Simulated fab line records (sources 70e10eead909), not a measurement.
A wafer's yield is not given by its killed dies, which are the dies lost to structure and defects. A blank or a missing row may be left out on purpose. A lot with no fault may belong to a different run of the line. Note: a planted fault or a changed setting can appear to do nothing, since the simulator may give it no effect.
8D (eight disciplines) problem report, filled in by code | flow nand-harc | the parts of the form that need people (team, actions taken, sign-off) are left out

== 1. PROBLEM STATEMENT ==
Mean of developer-temp-C at NHARC_P_M1_DEVELOP_08: 22.00 C across 6 wafers in 2 lots; on wafers with no fault it is 22.97 C (standard deviation 0.096). Relative to the usual mean, that is a shift of -10 standard deviations.
The step: develop time 35 s.
Earliest sighting: wafer L142.1 on litho-track-06 at day 10 20:00. The record holds 39 wafers of 13 lots with a number at this step. The rule behind "out" and "out of limits": a value lying over 4 standard deviations away from the usual mean. The rest of the wafers with a number are treated as sound.

== 2. WHAT IT IS; WHAT IT IS NOT ==
question                    | is                     | is not
which readings at this step | developer-temp-C       | -
which lots                  | L142, L145             | L123, L124, L128, L129, L130, L132, L133, L134, L135, L136, L137
which wafers of those lots  | all that have a number | -
read on which tools         | litho-track-06         | litho-track-01, litho-track-04
when                        | from day 10 20:00      | up to then (33 sound wafers)

== 3. WHAT RULES OUT EACH SUSPECT ==
Counting: any tool at a process step up to the reading is kept as a suspect provided that every lot that is out went through it and no sound lot did after the first of them.
- pvd-sputter-01 at NHARC_P_GATE_DEGAS_109 (time 60 s): kept. It processed each lot that is out, first L142 at day 10 07:34, and no sound lot thereafter; up to then, the last sound lot it processed was L137 at day 8 18:58.
- litho-track-06 at NHARC_P_M1_DEVELOP_08 (develop time 35 s): kept. It processed each lot that is out, first L142 at day 10 20:00, and no sound lot thereafter; up to then, the last sound lot it processed was L136 at day 9 19:00. Its own developer-temp-C readings are out on those wafers.
Remaining after the count are pvd-sputter-01 at NHARC_P_GATE_DEGAS_109 and litho-track-06 at NHARC_P_M1_DEVELOP_08.

== 4. THE CAUSE (what the simulator had put in) ==
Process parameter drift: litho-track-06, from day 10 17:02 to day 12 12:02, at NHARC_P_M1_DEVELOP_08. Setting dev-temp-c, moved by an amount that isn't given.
Counting leaves 2 suspects; this tool is one of them.

== 5. THE CHAIN OF EFFECTS, in route order ==
One row per reading whose mean, taken over the struck wafers that have a number, lies over 3 standard deviations from the usual. Scope: only readings with a usual standard deviation given in the record; hours: median across lots of the time from each lot's start at the first step in this table that gives one to its start at this step; sigmas: change in usual standard deviations.
hours | step                  | reading          | usual   | on struck wafers | change | sigmas
0     | NHARC_P_M1_DEVELOP_08 | developer-temp-C | 22.97 C | 22.00            | -0.96  | -10
Here are the process steps it includes:
- NHARC_P_M1_DEVELOP_08: develop time 35 s.

== 6. WHAT WOULD HAVE CAUGHT IT SOONER ==
The fault began at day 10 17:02; the first out-of-limits reading in this record came at day 10 20:00, 3 hours later.
